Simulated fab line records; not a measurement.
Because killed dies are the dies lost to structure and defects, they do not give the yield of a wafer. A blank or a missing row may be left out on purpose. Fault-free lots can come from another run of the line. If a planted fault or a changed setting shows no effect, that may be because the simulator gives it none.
Comparing a struck lot with a sound one -- flow nand_harc -- 13 steps out of a route of 1159
Sound: wafers L387.2, L387.3, L387.5. Struck: wafer L401.3 (left out: L401.6, a lot-mate that was not struck); the cause follows at the end.
Per side, at each step with rows, come the tool, then ch with its chambers, and then its first start. Under that, the readings that differ: sound wafers -- struck wafers -- difference of the means -- sigmas: that difference in standard deviations of wafers without a fault.
alike: readings whose means differ by less than 2 such deviations, and words and numbers that are the same on both sides. not compared: withheld readings, readings that some wafer has no value for, bounds like >300 that may hide the same value, and numbers for which the record gives no deviation and whose values overlap.
The two part at a step that has a row with sigmas, a row that says differs or no value, or rows on one side only. Numbers that have no deviation but don't overlap get no sigmas and don't part them. A reading missing from all wafers of one side parts the sides only when that side holds two or more wafers.

first, 1 step without rows for these wafers: NHARC_A_STAIRCASE_TRIM_224 (chemistry O2, time 211.2 s).
NHARC_A_STAIRCASE_ETCH_225: etches the open film in C4F8/O2, target depth 100 nm, time 40.5 s.
  sound: rie_diel-07 ch 0,2,3; struck: rie_diel-02 ch 0
reading,sound,struck,difference,sigmas
run_length_s (s),61.8 62.7 62.4,61.5,-0.8,-2
  alike: oes_product_au, rf_vpp_V
  not compared: rf_hours_counter_h
NHARC_A_STAIRCASE_TRIM_226: chemistry O2, time 211.2 s.
  sound: rie_diel-07 ch 1,3; struck: rie_diel-02 ch 2
reading,sound,struck,difference,sigmas
rf_vpp_V (V),58.9 58.8 58.3,56.4,-2.3,-2
  alike: drypump_motor_current_A, oes_product_au, showerhead_plenum_p_Torr, throttle_valve_pct
  not compared: rf_hours_counter_h
then, 2 steps without rows for these wafers: NHARC_A_STAIRCASE_ETCH_227 (etches the open film in C4F8/O2, target depth 100 nm, time 40.5 s); NHARC_A_STAIRCASE_TRIM_229 (chemistry O2, time 211.2 s).
NHARC_A_STAIRCASE_ETCH_230: etches the open film in C4F8/O2, target depth 100 nm, time 40.5 s.
  sound: rie_diel-08 ch 0,2,3; struck: rie_diel-08 ch 3
  alike: oes_product_au, rf_vpp_V, run_length_s
  not compared: rf_hours_counter_h
then, 3 steps without rows for these wafers: NHARC_A_STAIRCASE_TRIM_231 (chemistry O2, time 211.2 s); NHARC_A_STAIRCASE_ETCH_232 (etches the open film in C4F8/O2, target depth 100 nm, time 40.5 s); NHARC_A_STAIRCASE_TRIM_233 (chemistry O2, time 211.2 s).
NHARC_A_STAIRCASE_ETCH_234: etches the open film in C4F8/O2, target depth 100 nm, time 40.5 s.
  sound: rie_diel-08 ch 1,3; struck: rie_diel-08 ch 0
  alike: oes_product_au, rf_vpp_V, run_length_s
  not compared: rf_hours_counter_h
NHARC_A_STAIRCASE_TRIM_235: chemistry O2, time 211.2 s.
  sound: rie_diel-08 ch 0,1; struck: rie_diel-08 ch 0
  alike: drypump_motor_current_A, oes_product_au, rf_vpp_V, showerhead_plenum_p_Torr, throttle_valve_pct
  not compared: rf_hours_counter_h
NHARC_A_STAIRCASE_ETCH_236: etches the open film in C4F8/O2, target depth 100 nm, time 40.5 s.
  sound on rie_diel-08 ch 2,3, day 11 04:31; struck on rie_diel-08 ch 1, day 14 16:00
reading,sound,struck,difference,sigmas
run_length_s (s),62.0 61.5 62.1,74.3,+12.4,+30
  alike: oes_product_au, rf_vpp_V
  not compared: rf_hours_counter_h
-- break in the record here, with 8 days between the starts of the struck wafers on either side (left off in module A_STAIRCASE, picked up again in module END, where the first step shown is number 1159 on the route) --
NHARC_END_SORT_01:
  the record has rows for the struck wafers here (prober-01 ch 0, day 22 09:42) and none for the sound ones

## WHERE THEY PART
First at NHARC_A_STAIRCASE_ETCH_225; last, within this record, at NHARC_END_SORT_01.

WHY: whatever the simulator had introduced
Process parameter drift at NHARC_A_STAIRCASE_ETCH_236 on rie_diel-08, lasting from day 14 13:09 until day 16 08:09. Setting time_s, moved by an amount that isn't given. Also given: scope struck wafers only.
